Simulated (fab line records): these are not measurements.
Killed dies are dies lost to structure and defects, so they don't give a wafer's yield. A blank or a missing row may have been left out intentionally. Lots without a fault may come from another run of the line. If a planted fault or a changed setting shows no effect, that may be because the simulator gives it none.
Matching of chambers | flow nand_harc | NHARC_A_WL_FILL_ETCHBACK_26 on rie_si-06: 4 sister chambers
The step etches the open film in HBr, target depth 52 nm, time 13.3 s. 4 wafers are shown with their chamber, then 11 later ones without.

== EACH WAFER AND ITS CHAMBER ==
wafer  | chamber | drypump_motor_current_A (A)
L087.4 | 3       | 5.81
L091.2 | 1       | 5.53
L091.3 | 2       | 5.83
L092.4 | 0       | 5.62

== WAFERS MISSING THEIR CHAMBER ==
wafer  | drypump_motor_current_A (A)
L092.5 | 5.80
L092.6 | 5.63
L095.4 | 5.85
L095.5 | 5.75
L095.6 | 5.83
L097.2 | 5.62
L097.3 | 5.76
L097.5 | 5.75
L096.2 | 5.80
L096.3 | 5.84
L096.6 | 5.58

== EACH ONE'S CHAMBER ==
wafer  | from the rows above     | in truth
L092.5 | can't be placed: 3 or 2 | 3
L092.6 | 0                       | 0
L095.4 | can't be placed: 2 or 3 | 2
L095.5 | can't be placed: 3 or 2 | 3
L095.6 | can't be placed: 2 or 3 | 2
L097.2 | 0                       | 0
L097.3 | can't be placed: 3 or 2 | 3
L097.5 | can't be placed: 3 or 2 | 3
L096.2 | can't be placed: 3 or 2 | 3
L096.3 | can't be placed: 2 or 3 | 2
L096.6 | can't be placed: 0 or 1 | 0
Correct placement for 2 of the 11. Can't be placed from these rows: 9 (the true chamber is among the candidates in 9). Wrongly placed: 0.
How it was worked out, from the rows above alone: a wafer's distance from a chamber is the root of the sum, over the readings, of the square of ((its reading less the chamber's mean) divided by the reading's scatter). If the next closest chamber is less than 2 further off than the closest, the wafer can't be placed; otherwise it belongs to the closest. For every chamber, the mean is computed from those of its wafers that are shown. The scatter: root of mean squared gap, hidden wafer to nearest shown wafer, with one shown wafer a chamber.
